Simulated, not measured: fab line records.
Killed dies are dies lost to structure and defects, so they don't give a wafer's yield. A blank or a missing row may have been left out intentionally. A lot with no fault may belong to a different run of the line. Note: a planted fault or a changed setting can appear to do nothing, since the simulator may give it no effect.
Check of tool commonality + flow n5-finfet + 31 wafers sampled across 11 lots

== WHY IT WAS OPENED ==
Of 11 lots, 3 have the reading V10_OVL flagged at N5_BEOL_M11_OVL_MEAS_29. Wafers without a fault read 0.1 nm, standard deviation 0.65.
Rule: a lot gets a flag if all its wafers with a number sit over 4 standard deviations from that mean, or if no wafer of it has a number. The rest of the lots are taken to be sound.

| lot  | measured     | on         | V10_OVL (nm), wafer by wafer | flag    |
|------|--------------|------------|------------------------------|---------|
| L115 | day 10 18:55 | overlay-01 | 0.0 0.3 0.2                  |         |
| L118 | day 11 14:04 | overlay-01 | 0.0 0.1 -0.6                 |         |
| L121 | day 12 08:06 | overlay-01 | 0.4 0.4 0.4                  |         |
| L122 | day 12 16:16 | overlay-01 | 10.0 9.1                     | FLAGGED |
| L124 | day 13 06:56 | overlay-02 | 10.0 10.3 9.6                | FLAGGED |
| L125 | day 13 10:12 | overlay-01 | 8.6 9.2                      | FLAGGED |
| L126 | day 13 19:34 | overlay-01 | 0.5 0.2 1.4                  |         |
| L128 | day 13 19:44 | overlay-02 | 0.8 -0.3 0.1                 |         |
| L132 | day 15 10:11 | overlay-01 | 0.3 -0.2 -0.3                |         |
| L136 | day 16 10:02 | overlay-01 | -0.3 1.2 -0.4                |         |
| L137 | day 17 10:04 | overlay-01 | 0.7 -0.4 1.4                 |         |
On average the flagged lots' numbers are 9.5 nm, which is +9.4 nm against the usual, or +15 standard deviations.

== TOOL THAT RAN EACH LOT ==
The record holds 2 process steps before the reading, out of a route of 1938 steps. Read each cell as the tool, then ch plus the chambers that the sampled wafers visited, then the start.
| lot  | flag    | N5_BEOL_M11_ETCH_61                | N5_BEOL_M11_EXPOSE_25              |
|------|---------|------------------------------------|------------------------------------|
| L115 |         | rie-diel-06 ch 1,2,3, day 10 17:28 | arfi-scanner-03 ch 0, day 10 18:45 |
| L118 |         | rie-diel-01 ch 0,2, day 11 13:10   | arfi-scanner-03 ch 0, day 11 13:55 |
| L121 |         | rie-diel-06 ch 0,2,3, day 12 05:35 | arfi-scanner-02 ch 0, day 12 07:56 |
| L122 | FLAGGED | rie-diel-06 ch 0,2, day 12 13:23   | arfi-scanner-03 ch 0, day 12 16:06 |
| L124 | FLAGGED | rie-diel-02 ch 0,1,2, day 13 05:35 | arfi-scanner-03 ch 0, day 13 06:46 |
| L125 | FLAGGED | rie-diel-02 ch 0,1, day 13 08:28   | arfi-scanner-03 ch 0, day 13 10:03 |
| L126 |         | rie-diel-06 ch 0,1, day 13 17:53   | arfi-scanner-01 ch 0, day 13 19:24 |
| L128 |         | rie-diel-02 ch 0,1,3, day 13 18:37 | arfi-scanner-02 ch 0, day 13 19:35 |
| L132 |         | rie-diel-06 ch 2,3, day 15 09:19   | arfi-scanner-02 ch 0, day 15 10:02 |
| L136 |         | rie-diel-01 ch 0,1,3, day 16 08:17 | arfi-scanner-02 ch 0, day 16 09:53 |
| L137 |         | rie-diel-01 ch 0,2,3, day 17 09:03 | arfi-scanner-02 ch 0, day 17 09:55 |
What these steps do:
- N5_BEOL_M11_ETCH_61: etches SiARC in CF4, target depth 39 nm, time 65 s.
- N5_BEOL_M11_EXPOSE_25: exposes mask V10.
- N5_BEOL_M11_OVL_MEAS_29

== FLAGGED AGAINST TOTAL, ONE TOOL AT A TIME (gauges that did the reading follow at the end) ==
| step                    | tool            | lots run | flagged | share of the flagged lots | sound lots run after its first flagged lot |
|-------------------------|-----------------|----------|---------|---------------------------|--------------------------------------------|
| N5_BEOL_M11_ETCH_61     | rie-diel-01     | 3        | 0       | none                      | -                                          |
| N5_BEOL_M11_ETCH_61     | rie-diel-02     | 3        | 2       | some                      | 1 (L128)                                   |
| N5_BEOL_M11_ETCH_61     | rie-diel-06     | 5        | 1       | some                      | 2 (L126,L132)                              |
| N5_BEOL_M11_EXPOSE_25   | arfi-scanner-01 | 1        | 0       | none                      | -                                          |
| N5_BEOL_M11_EXPOSE_25   | arfi-scanner-02 | 5        | 0       | none                      | -                                          |
| N5_BEOL_M11_EXPOSE_25   | arfi-scanner-03 | 5        | 3       | all                       | 0                                          |
| N5_BEOL_M11_OVL_MEAS_29 | overlay-01      | 9        | 2       | some                      | 4 (L126,L132,L136,L137)                    |
| N5_BEOL_M11_OVL_MEAS_29 | overlay-02      | 2        | 1       | some                      | 1 (L128)                                   |

== WHAT IS ALLOWED BY THE TABLE ==
Rows of the table that ran each flagged lot: 1, that is arfi-scanner-03 at N5_BEOL_M11_EXPOSE_25.
- arfi-scanner-03 at N5_BEOL_M11_EXPOSE_25: 3 of its 5 lots flagged. Last sound lot L118 at day 11 13:55, first flagged lot L122 at day 12 16:06; a fault beginning in between fits.
One tool is left: arfi-scanner-03 at N5_BEOL_M11_EXPOSE_25.

== WHAT WAS PUT IN BY THE SIMULATOR ==
Scanner matching overlay: arfi-scanner-03, from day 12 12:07 on, at N5_BEOL_M11_EXPOSE_25. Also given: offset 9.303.
Shown lots that were struck: L122, L124, L125. Same finding as the rule above.
